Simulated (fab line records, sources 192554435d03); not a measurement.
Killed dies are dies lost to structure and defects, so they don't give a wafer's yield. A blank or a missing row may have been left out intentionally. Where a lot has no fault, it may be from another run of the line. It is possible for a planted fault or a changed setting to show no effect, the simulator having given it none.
Which of the tools did it? + flow n5Finfet + Sampling: 21 lots, 63 wafers, 6 of 1938 route steps

== WHAT THE GAUGES READ, wafer by wafer ==
The record holds no reading of a measuring or inspecting step that can be judged against a usual standard deviation.

== EACH LOT AND THE TOOL THAT RAN IT (in order: tool; ch and the chambers of the sampled wafers; start) ==
| lot  | N5_SD_ACTIVATION_LSA_01          | N5_ILD0_CMP_03               | N5_SDB_HM_DEP_00               | N5_SDB_HM_OPEN_20                | N5_HKMG_FIN_STRIP_89             | N5_HKMG_FIN_STRIP_69                |
|------|----------------------------------|------------------------------|--------------------------------|----------------------------------|----------------------------------|-------------------------------------|
| L074 | laserAnneal-02 ch 0, day 3 11:42 | cmp-04 ch 1,2,3, day 3 16:10 | pecvd-01 ch 0,1,2, day 3 20:04 | rieDiel-03 ch 0,2,3, day 3 20:50 | rieDiel-04 ch 0,1,3, day 4 07:35 | plasmaAsher-01 ch 0, day 4 08:59    |
| L075 | laserAnneal-01 ch 0, day 3 15:26 | cmp-04 ch 0,2,3, day 3 18:22 | pecvd-01 ch 0,1,2, day 3 22:26 | rieDiel-01 ch 1,2, day 3 23:16   | rieDiel-04 ch 0,1,2, day 4 18:32 | plasmaAsher-01 ch 0,1, day 4 20:07  |
| L076 | laserAnneal-02 ch 0, day 3 23:58 | cmp-01 ch 0,3, day 4 02:58   | pecvd-01 ch 1,2, day 4 06:50   | rieDiel-03 ch 0,2,3, day 4 07:36 | rieDiel-04 ch 0,1,3, day 4 18:41 | plasmaAsher-02 ch 0, day 4 20:08    |
| L077 | laserAnneal-01 ch 0, day 4 04:08 | cmp-01 ch 1,3, day 4 07:07   | pecvd-01 ch 0,1, day 4 10:58   | rieDiel-03 ch 0,1, day 4 11:44   | rieDiel-01 ch 2,3, day 4 23:29   | plasmaAsher-01 ch 0,1, day 5 00:51  |
| L078 | laserAnneal-02 ch 0, day 4 12:02 | cmp-03 ch 1,2,3, day 4 15:02 | pecvd-04 ch 0,2, day 4 19:41   | rieDiel-03 ch 0,2, day 4 20:28   | rieDiel-03 ch 0,2,3, day 5 07:08 | plasmaAsher-01 ch 0,1, day 5 08:31  |
| L080 | laserAnneal-02 ch 0, day 5 00:40 | cmp-04 ch 0,2,3, day 5 05:40 | pecvd-01 ch 0,1, day 5 09:34   | rieDiel-03 ch 0,1,2, day 5 10:13 | rieDiel-03 ch 0,1,2, day 5 20:37 | plasmaAsher-01 ch 0,1, day 5 22:01  |
| L081 | laserAnneal-01 ch 0, day 5 08:25 | cmp-04 ch 0,1,2, day 5 11:25 | pecvd-04 ch 0,1,2, day 5 15:19 | rieDiel-04 ch 1,3, day 5 16:05   | rieDiel-01 ch 1,2,3, day 6 02:59 | plasmaAsher-01 ch 0,1, day 6 04:26  |
| L082 | laserAnneal-02 ch 0, day 5 18:14 | cmp-03 ch 1,3, day 5 21:18   | pecvd-04 ch 1,2, day 6 01:12   | rieDiel-04 ch 0,1,3, day 6 02:15 | rieDiel-03 ch 1,2,3, day 6 13:14 | plasmaAsher-01 ch 0,1, day 6 14:43  |
| L083 | laserAnneal-01 ch 0, day 5 20:29 | cmp-01 ch 0,1,3, day 5 23:28 | pecvd-01 ch 1,2, day 6 03:22   | rieDiel-04 ch 0,3, day 6 04:01   | rieDiel-03 ch 0,2,3, day 6 14:55 | plasmaAsher-01 ch 1, day 6 16:17    |
| L085 | laserAnneal-01 ch 0, day 6 12:05 | cmp-04 ch 0,1,3, day 6 15:01 | pecvd-01 ch 0,1,2, day 6 18:55 | rieDiel-03 ch 0,1,2, day 6 19:50 | rieDiel-01 ch 0,1,2, day 7 06:39 | plasmaAsher-01 ch 0,1, day 7 08:23  |
| L086 | laserAnneal-02 ch 0, day 6 12:25 | cmp-01 ch 2,3, day 6 15:23   | pecvd-03 ch 0,2, day 6 19:26   | rieDiel-04 ch 0,1,3, day 6 20:08 | rieDiel-04 ch 0,3, day 7 08:49   | plasmaAsher-01 ch 0,1, day 7 10:14  |
| L087 | laserAnneal-01 ch 0, day 6 18:51 | cmp-04 ch 1,2,3, day 6 21:47 | pecvd-03 ch 0,2, day 7 01:49   | rieDiel-04 ch 0,1, day 7 03:15   | rieDiel-04 ch 2,3, day 7 13:40   | plasmaAsher-01 ch 0,1, day 7 15:08  |
| L088 | laserAnneal-02 ch 0, day 7 02:01 | cmp-03 ch 0,1,3, day 7 06:04 | pecvd-03 ch 0,1,2, day 7 09:57 | rieDiel-01 ch 0,3, day 7 10:43   | rieDiel-03 ch 0,1,2, day 7 21:08 | plasmaAsher-02 ch 0,1, day 7 22:34  |
| L089 | laserAnneal-01 ch 0, day 7 07:18 | cmp-03 ch 1,3, day 7 10:17   | pecvd-04 ch 1,2, day 7 14:37   | rieDiel-03 ch 0,2, day 7 15:31   | rieDiel-04 ch 2, day 8 01:58     | plasmaAsher-01 ch 0,1, day 8 03:23  |
| L091 | laserAnneal-01 ch 0, day 7 16:49 | cmp-03 ch 0,1,3, day 7 19:50 | pecvd-01 ch 0,1, day 7 23:44   | rieDiel-03 ch 1,3, day 8 00:30   | rieDiel-03 ch 0,1,3, day 8 11:03 | plasmaAsher-02 ch 0,1, day 8 12:26  |
| L092 | laserAnneal-02 ch 0, day 8 00:41 | cmp-03 ch 2,3, day 8 03:40   | pecvd-03 ch 0,2, day 8 08:43   | rieDiel-03 ch 1,2, day 8 09:21   | rieDiel-01 ch 0,1,2, day 8 19:34 | plasmaAsher-02 ch 0,1, day 8 20:56  |
| L093 | laserAnneal-01 ch 0, day 8 07:06 | cmp-01 ch 0,2, day 8 10:27   | pecvd-03 ch 1,2, day 8 14:50   | rieDiel-04 ch 0,1,3, day 8 15:36 | rieDiel-03 ch 0,2,3, day 9 02:28 | plasmaAsher-02 ch 0,1, day 9 04:03  |
| L094 | laserAnneal-02 ch 0, day 8 11:23 | cmp-01 ch 0,3, day 8 16:29   | pecvd-01 ch 0,1,2, day 8 20:54 | rieDiel-04 ch 0,1, day 8 21:40   | rieDiel-01 ch 1,3, day 9 09:05   | plasmaAsher-02 ch 0,1, day 9 10:34  |
| L095 | laserAnneal-01 ch 0, day 8 16:58 | cmp-04 ch 1,2, day 8 20:16   | pecvd-03 ch 1,2, day 9 00:23   | rieDiel-03 ch 0,2,3, day 9 01:05 | rieDiel-03 ch 0,1,3, day 9 12:08 | plasmaAsher-02 ch 0,1, day 9 13:41  |
| L096 | laserAnneal-02 ch 0, day 9 06:30 | cmp-03 ch 2,3, day 9 09:46   | pecvd-01 ch 0,1, day 9 13:39   | rieDiel-04 ch 2,3, day 9 14:19   | rieDiel-03 ch 1,2, day 10 00:28  | plasmaAsher-01 ch 0,1, day 10 01:50 |
| L097 | laserAnneal-01 ch 0, day 9 07:08 | cmp-04 ch 1,2,3, day 9 10:07 | pecvd-01 ch 0,1, day 9 13:56   | rieDiel-04 ch 0,1,2, day 9 14:37 | rieDiel-03 ch 0,1, day 10 01:40  | plasmaAsher-01 ch 0,1, day 10 03:02 |
- N5_SD_ACTIVATION_LSA_01: time 0.0008 s.
- N5_ILD0_CMP_03: polishes, stops on SiNx, t overpolish 1.9 s, target thk 197.38 nm.
- N5_SDB_HM_DEP_00: deposits SiNx from SiH4/NH3/N2, target thk 40 nm, time 35.3 s.
- N5_SDB_HM_OPEN_20: chemistry CH3F/O2, target SiNx, stops on poly-Si, target depth 24 nm.
- N5_HKMG_FIN_STRIP_89: strips SOC in N2/H2, time 20 s.
- N5_HKMG_FIN_STRIP_69: strips in N2/H2, time 360 s.

== AS READ BY THE TOOLS THEMSELVES (means over the sampled wafers that have a number; for cases with no such wafer, the mark the record gives instead) ==
N5_SD_ACTIVATION_LSA_01. Usual: wafer_temp_C_max reads 1084.9 (standard deviation 1.9).
| lot  | tool           | wafer_temp_C_max | flag |
|------|----------------|------------------|------|
| L074 | laserAnneal-02 | 1083.2           |      |
| L075 | laserAnneal-01 | 1086.0           |      |
| L076 | laserAnneal-02 | 1082.8           |      |
| L077 | laserAnneal-01 | 1086.1           |      |
| L078 | laserAnneal-02 | 1083.5           |      |
| L080 | laserAnneal-02 | 1082.9           |      |
| L081 | laserAnneal-01 | 1085.9           |      |
| L082 | laserAnneal-02 | 1083.0           |      |
| L083 | laserAnneal-01 | 1087.6           |      |
| L085 | laserAnneal-01 | 1086.0           |      |
| L086 | laserAnneal-02 | 1083.3           |      |
| L087 | laserAnneal-01 | 1086.9           |      |
| L088 | laserAnneal-02 | 1082.7           |      |
| L089 | laserAnneal-01 | 1085.5           |      |
| L091 | laserAnneal-01 | 1087.9           |      |
| L092 | laserAnneal-02 | 1083.6           |      |
| L093 | laserAnneal-01 | 1086.3           |      |
| L094 | laserAnneal-02 | 1083.5           |      |
| L095 | laserAnneal-01 | 1086.4           |      |
| L096 | laserAnneal-02 | 1082.9           |      |
| L097 | laserAnneal-01 | 1086.7           |      |

N5_ILD0_CMP_03. Usual: motorCurrentA 12.3 A, standard deviation 0.87; overpolishRunS 1.899 s, standard deviation 0.008; padLifeWafers 926, standard deviation 560; timeToEndpointS 71 s, standard deviation 4.1.
| lot  | tool   | motorCurrentA (A) | overpolishRunS (s) | padLifeWafers | timeToEndpointS (s) | flag |
|------|--------|-------------------|--------------------|---------------|---------------------|------|
| L074 | cmp-04 | 13.2              | 1.900              | 1418          | 68                  |      |
| L075 | cmp-04 | 12.8              | 1.898              | 1442          | 70                  |      |
| L076 | cmp-01 | 12.0              | 1.900              | 434           | 74                  |      |
| L077 | cmp-01 | 12.3              | 1.892              | 482           | 71                  |      |
| L078 | cmp-03 | 11.7              | 1.896              | 145           | 67                  |      |
| L080 | cmp-04 | 12.7              | 1.898              | 1742          | 74                  |      |
| L081 | cmp-04 | 12.9              | 1.900              | 1789          | 75                  |      |
| L082 | cmp-03 | 11.6              | 1.902              | 361           | 67                  |      |
| L083 | cmp-01 | 12.4              | 1.898              | 770           | 73                  |      |
| L085 | cmp-04 | 12.4              | 1.898              | 1999          | 74                  |      |
| L086 | cmp-01 | 12.2              | 1.902              | 883           | 71                  |      |
| L087 | cmp-04 | 12.9              | 1.899              | 2048          | 75                  |      |
| L088 | cmp-03 | 11.7              | 1.897              | 607           | 69                  |      |
| L089 | cmp-03 | 11.6              | 1.903              | 668           | 70                  |      |
| L091 | cmp-03 | 11.5              | 1.907              | 739           | 71                  |      |
| L092 | cmp-03 | 11.2              | 1.906              | 788           | 75                  |      |
| L093 | cmp-01 | 12.2              | 1.902              | 1207          | 72                  |      |
| L094 | cmp-01 | 11.6              | 1.904              | 1268          | 76                  |      |
| L095 | cmp-04 | 13.3              | 1.904              | 313           | 64                  |      |
| L096 | cmp-03 | 11.1              | 1.904              | 996           | 68                  |      |
| L097 | cmp-04 | 12.5              | 1.896              | 440           | 65                  |      |

N5_SDB_HM_DEP_00. Usual: heaterPowerOuterW 479 W, standard deviation 81; heaterPowerW 773 W, standard deviation 95; rfFwdPowerW 297.6 W, standard deviation 1; showerheadPlenumPTorr 5.19 Torr, standard deviation 0.096; throttleValvePct 39.5 %, standard deviation 2.8.
| lot  | tool     | heaterPowerOuterW (W) | heaterPowerW (W) | rfFwdPowerW (W) | showerheadPlenumPTorr (Torr) | throttleValvePct (%) | flag |
|------|----------|-----------------------|------------------|-----------------|------------------------------|----------------------|------|
| L074 | pecvd-01 | 492                   | 783              | 297.8           | 5.25                         | 39.4                 |      |
| L075 | pecvd-01 | 473                   | 772              | 298.0           | 5.25                         | 39.6                 |      |
| L076 | pecvd-01 | 429                   | 725              | 297.5           | 5.31                         | 41.6                 |      |
| L077 | pecvd-01 | 478                   | 761              | 297.8           | 5.23                         | 39.9                 |      |
| L078 | pecvd-04 | 615                   | 900              | 297.4           | 5.22                         | 39.2                 |      |
| L080 | pecvd-01 | 414                   | 696              | 297.7           | 5.28                         | 42.1                 |      |
| L081 | pecvd-04 | 584                   | 886              | 298.1           | 5.16                         | 39.2                 |      |
| L082 | pecvd-04 | 629                   | 943              | 297.6           | 5.16                         | 38.0                 |      |
| L083 | pecvd-01 | 464                   | 747              | 297.0           | 5.28                         | 39.1                 |      |
| L085 | pecvd-01 | 461                   | 747              | 297.8           | 5.25                         | 39.5                 |      |
| L086 | pecvd-03 | 483                   | 812              | 296.8           | 5.17                         | 36.9                 |      |
| L087 | pecvd-03 | 507                   | 836              | 297.4           | 5.15                         | 38.5                 |      |
| L088 | pecvd-03 | 483                   | 804              | 297.0           | 5.14                         | 38.9                 |      |
| L089 | pecvd-04 | 506                   | 798              | 297.0           | 5.09                         | 38.3                 |      |
| L091 | pecvd-01 | 446                   | 738              | 296.5           | 5.29                         | 42.0                 |      |
| L092 | pecvd-03 | 455                   | 760              | 297.8           | 5.18                         | 37.2                 |      |
| L093 | pecvd-03 | 377                   | 631              | 297.2           | 5.13                         | 39.6                 |      |
| L094 | pecvd-01 | 476                   | 766              | 297.8           | 5.26                         | 39.6                 |      |
| L095 | pecvd-03 | 413                   | 701              | 297.6           | 5.17                         | 37.6                 |      |
| L096 | pecvd-01 | 459                   | 738              | 298.5           | 5.23                         | 40.0                 |      |
| L097 | pecvd-01 | 428                   | 710              | 297.1           | 5.29                         | 42.2                 |      |

N5_SDB_HM_OPEN_20. Usual: biasW 72.96 W, standard deviation 0.19; chamberPressureMTorr 29.998 mTorr, standard deviation 0.026; drypumpMotorCurrentA 5.8 A, standard deviation 0.51; oes_f_703_au 0.74 a.u., standard deviation 0.067; oesProductAu 0.62 a.u., standard deviation 0.058; rfFwdPowerW 391.9 W, standard deviation 1.5; rfVppV 300 V, standard deviation 4.5; showerheadPlenumPTorr 1.98 Torr, standard deviation 0.07; throttleValvePct 16.35 %, standard deviation 0.22.
| lot  | tool       | biasW (W) | chamberPressureMTorr (mTorr) | drypumpMotorCurrentA (A) | oes_f_703_au (a.u.) | oesProductAu (a.u.) | rfFwdPowerW (W) | rfVppV (V) | showerheadPlenumPTorr (Torr) | throttleValvePct (%) | flag |
|------|------------|-----------|------------------------------|--------------------------|---------------------|---------------------|-----------------|------------|------------------------------|----------------------|------|
| L074 | rieDiel-03 | 72.82     | 29.995                       | 5.8                      | 0.76                | 0.62                | 392.8           | 298        | 1.97                         | 16.18                |      |
| L075 | rieDiel-01 | 72.87     | 30.014                       | 6.3                      | 0.75                | 0.63                | 390.9           | 298        | 1.93                         | 16.64                |      |
| L076 | rieDiel-03 | 73.03     | 30.006                       | 5.8                      | 0.75                | 0.62                | 392.3           | 298        | 1.97                         | 16.19                |      |
| L077 | rieDiel-03 | 72.83     | 30.010                       | 5.5                      | 0.70                | 0.58                | 390.8           | 298        | 1.96                         | 16.35                |      |
| L078 | rieDiel-03 | 73.06     | 30.025                       | 5.4                      | 0.77                | 0.64                | 392.6           | 300        | 1.93                         | 16.11                |      |
| L080 | rieDiel-03 | 72.97     | 30.004                       | 5.4                      | 0.73                | 0.61                | 391.1           | 300        | 1.97                         | 16.25                |      |
| L081 | rieDiel-04 | 72.80     | 29.996                       | 5.6                      | 0.69                | 0.59                | 392.9           | 306        | 1.95                         | 16.29                |      |
| L082 | rieDiel-04 | 73.05     | 29.995                       | 5.9                      | 0.72                | 0.60                | 391.8           | 302        | 1.99                         | 16.44                |      |
| L083 | rieDiel-04 | 73.18     | 30.026                       | 5.7                      | 0.76                | 0.63                | 391.9           | 300        | 1.98                         | 16.55                |      |
| L085 | rieDiel-03 | 72.97     | 29.987                       | 5.4                      | 0.72                | 0.61                | 390.9           | 299        | 1.97                         | 16.26                |      |
| L086 | rieDiel-04 | 73.11     | 29.997                       | 5.9                      | 0.71                | 0.59                | 392.5           | 303        | 1.99                         | 16.46                |      |
| L087 | rieDiel-04 | 72.80     | 30.012                       | 6.3                      | 0.69                | 0.59                | 392.3           | 302        | 2.04                         | 16.54                |      |
| L088 | rieDiel-01 | 72.81     | 29.989                       | 6.1                      | 0.86                | 0.71                | 392.4           | 295        | 2.00                         | 16.13                |      |
| L089 | rieDiel-03 | 73.00     | 29.996                       | 5.5                      | 0.72                | 0.60                | 393.0           | 299        | 1.91                         | 16.27                |      |
| L091 | rieDiel-03 | 72.94     | 29.990                       | 5.6                      | 0.70                | 0.58                | 390.8           | 297        | 2.05                         | 16.37                |      |
| L092 | rieDiel-03 | 73.01     | 29.973                       | 5.3                      | 0.75                | 0.61                | 392.0           | 300        | 1.97                         | 16.16                |      |
| L093 | rieDiel-04 | 73.04     | 29.983                       | 5.9                      | 0.79                | 0.67                | 392.2           | 303        | 1.98                         | 16.33                |      |
| L094 | rieDiel-04 | 73.04     | 30.004                       | 6.3                      | 0.86                | 0.74                | 393.2           | 302        | 2.04                         | 16.22                |      |
| L095 | rieDiel-03 | 72.84     | 30.005                       | 5.8                      | 0.72                | 0.60                | 391.9           | 297        | 1.96                         | 16.25                |      |
| L096 | rieDiel-04 | 73.02     | 29.975                       | 5.5                      | 0.69                | 0.59                | 392.4           | 306        | 1.90                         | 16.49                |      |
| L097 | rieDiel-04 | 72.70     | 30.006                       | 6.0                      | 0.78                | 0.67                | 392.2           | 303        | 1.99                         | 16.44                |      |

N5_HKMG_FIN_STRIP_89. Usual: chamberPressureMTorr is 49.99 mTorr with standard deviation 0.045, drypumpMotorCurrentA is 5.8 A with standard deviation 0.49, oesProductAu is 0.76 a.u. with standard deviation 0.092, rfFwdPowerW is 496.6 W with standard deviation 1.6, rfVppV is 54.1 V with standard deviation 0.97, showerheadPlenumPTorr is 3.32 Torr with standard deviation 0.11, and throttleValvePct is 19.1 % with standard deviation 0.41.
| lot  | tool       | chamberPressureMTorr (mTorr) | drypumpMotorCurrentA (A) | oesProductAu (a.u.) | rfFwdPowerW (W) | rfVppV (V) | showerheadPlenumPTorr (Torr) | throttleValvePct (%) | flag |
|------|------------|------------------------------|--------------------------|---------------------|-----------------|------------|------------------------------|----------------------|------|
| L074 | rieDiel-04 | 49.99                        | 5.9                      | 0.72                | 497.6           | 54.4       | 3.35                         | 19.1                 |      |
| L075 | rieDiel-04 | 49.99                        | 6.0                      | 0.73                | 497.9           | 53.7       | 3.35                         | 19.4                 |      |
| L076 | rieDiel-04 | 49.95                        | 5.9                      | 0.72                | 496.9           | 54.0       | 3.35                         | 19.2                 |      |
| L077 | rieDiel-01 | 50.02                        | 6.4                      | 0.86                | 496.2           | 53.6       | 3.25                         | 19.2                 |      |
| L078 | rieDiel-03 | 50.01                        | 5.8                      | 0.74                | 496.3           | 54.4       | 3.32                         | 19.1                 |      |
| L080 | rieDiel-03 | 50.03                        | 5.4                      | 0.72                | 496.8           | 54.0       | 3.31                         | 19.0                 |      |
| L081 | rieDiel-01 | 49.97                        | 6.1                      | 0.89                | 497.7           | 54.4       | 3.27                         | 18.9                 |      |
| L082 | rieDiel-03 | 49.98                        | 5.7                      | 0.74                | 497.1           | 53.8       | 3.40                         | 19.1                 |      |
| L083 | rieDiel-03 | 50.00                        | 5.8                      | 0.74                | 498.1           | 53.1       | 3.32                         | 19.1                 |      |
| L085 | rieDiel-01 | 49.96                        | 6.3                      | 0.79                | 495.8           | 54.3       | 3.33                         | 19.3                 |      |
| L086 | rieDiel-04 | 49.98                        | 5.5                      | 0.71                | 498.5           | 53.5       | 3.24                         | 19.0                 |      |
| L087 | rieDiel-04 | 50.01                        | 5.3                      | 0.70                | 495.8           | 54.1       | 3.18                         | 18.9                 |      |
| L088 | rieDiel-03 | 49.97                        | 5.4                      | 0.72                | 494.9           | 53.5       | 3.30                         | 19.0                 |      |
| L089 | rieDiel-04 | 49.96                        | 5.6                      | 0.71                | 496.4           | 53.4       | 3.21                         | 19.4                 |      |
| L091 | rieDiel-03 | 49.96                        | 5.8                      | 0.69                | 496.5           | 54.1       | 3.38                         | 19.2                 |      |
| L092 | rieDiel-01 | 49.98                        | 6.3                      | 0.78                | 496.6           | 54.1       | 3.32                         | 19.3                 |      |
| L093 | rieDiel-03 | 50.05                        | 5.8                      | 0.72                | 496.8           | 53.5       | 3.31                         | 19.1                 |      |
| L094 | rieDiel-01 | 50.00                        | 5.8                      | 0.89                | 497.3           | 53.7       | 3.28                         | 18.6                 |      |
| L095 | rieDiel-03 | 49.96                        | 5.8                      | 0.78                | 495.0           | 54.0       | 3.38                         | 19.1                 |      |
| L096 | rieDiel-03 | 49.97                        | 5.3                      | 0.81                | 494.9           | 53.6       | 3.30                         | 18.8                 |      |
| L097 | rieDiel-03 | 49.97                        | 5.3                      | 0.85                | 496.7           | 54.7       | 3.36                         | 18.9                 |      |

N5_HKMG_FIN_STRIP_69. Usual: drypumpMotorCurrentA 5.89 A, standard deviation 0.19; heaterPowerW 461 W, standard deviation 41.
| lot  | tool           | drypumpMotorCurrentA (A) | heaterPowerW (W) | flag |
|------|----------------|--------------------------|------------------|------|
| L074 | plasmaAsher-01 | 6.02                     | 481              |      |
| L075 | plasmaAsher-01 | 5.87                     | 449              |      |
| L076 | plasmaAsher-02 | 6.16                     | 430              |      |
| L077 | plasmaAsher-01 | 5.84                     | 440              |      |
| L078 | plasmaAsher-01 | 5.93                     | 458              |      |
| L080 | plasmaAsher-01 | 5.87                     | 442              |      |
| L081 | plasmaAsher-01 | 5.96                     | 461              |      |
| L082 | plasmaAsher-01 | 5.86                     | 447              |      |
| L083 | plasmaAsher-01 | 5.81                     | 423              |      |
| L085 | plasmaAsher-01 | 5.86                     | 444              |      |
| L086 | plasmaAsher-01 | 5.86                     | 437              |      |
| L087 | plasmaAsher-01 | 5.96                     | 467              |      |
| L088 | plasmaAsher-02 | 5.97                     | 456              |      |
| L089 | plasmaAsher-01 | 5.94                     | 464              |      |
| L091 | plasmaAsher-02 | 5.76                     | 499              |      |
| L092 | plasmaAsher-02 | 5.96                     | 457              |      |
| L093 | plasmaAsher-02 | 5.96                     | 451              |      |
| L094 | plasmaAsher-02 | 5.94                     | 461              |      |
| L095 | plasmaAsher-02 | 5.77                     | 491              |      |
| L096 | plasmaAsher-01 | 5.88                     | 445              |      |
| L097 | plasmaAsher-01 | 5.93                     | 465              |      |

== THE ANSWER, worked out from the rows above alone ==
Rule: lot off if the mean of its wafers having a number is beyond 3 standard deviations from the usual mean. A lot without any number at a reading at which 4 lots or more have one is off too. The other lots that the step has rows for count as sound. After the gauges, taken in route order, come the tools' own readings; for these a lot's mean is taken, as printed above. At the first step where some lot is off, the reading lying furthest off is the one used; lots without a number count as furthest.
No lot is off at any reading shown: from this, nothing can be told.

== WHAT HAD BEEN PUT IN BY THE SIMULATOR ==
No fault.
